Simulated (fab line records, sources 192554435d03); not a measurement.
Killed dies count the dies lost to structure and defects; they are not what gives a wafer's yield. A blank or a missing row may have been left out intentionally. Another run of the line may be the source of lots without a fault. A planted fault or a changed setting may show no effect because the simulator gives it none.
Matching of chambers    flow n5Finfet    N5_BEOL_M11_DESCUM_16 on rieDiel-01 has 4 sister chambers
The step chemistry O2, time 7.9 s. 8 wafers are shown with their chamber, then 9 later ones without.

== EACH WAFER AND ITS CHAMBER ==
wafer   chamber  drypumpMotorCurrentA (A)  throttleValvePct (%)
L083.1  2        6.1                       20.67
L083.5  3        6.2                       20.13
L086.1  0        5.2                       20.41
L086.2  1        5.9                       20.30
L086.4  1        5.8                       20.27
L091.1  2        6.1                       20.38
L091.3  3        6.2                       20.14
L091.4  0        5.3                       20.40

== WAFERS WITHOUT THEIR CHAMBER ==
wafer   drypumpMotorCurrentA (A)  throttleValvePct (%)
L094.4  5.8                       20.32
L094.5  5.8                       20.32
L094.6  6.1                       20.37
L093.1  5.2                       20.41
L093.2  5.8                       20.31
L093.3  6.2                       20.14
L096.1  6.3                       20.14
L096.2  5.8                       20.30
L096.4  6.1                       20.38

== CHAMBER TAKEN BY EACH ==
wafer   from the rows above      in truth
L094.4  1                        1
L094.5  1                        1
L094.6  can't be placed: 2 or 3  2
L093.1  0                        0
L093.2  1                        1
L093.3  3                        3
L096.1  3                        3
L096.2  1                        1
L096.4  can't be placed: 2 or 3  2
Placed correctly: 7 of 9. Can't be placed from these rows: 2 (the true chamber is among the candidates in 2). Placed wrongly: 0.
How it was worked out, from the rows above alone: a wafer's distance from a chamber is the root of the sum, over the readings, of the square of ((its reading less the chamber's mean) divided by the reading's scatter). If the next closest chamber is less than 2 further off than the closest, the wafer can't be placed; otherwise it belongs to the closest. A chamber's mean is the mean of its shown wafers. The scatter: take each reading less its chamber's mean, square it, sum over the shown wafers, divide by the number of wafers less the number of chambers, and take the root.
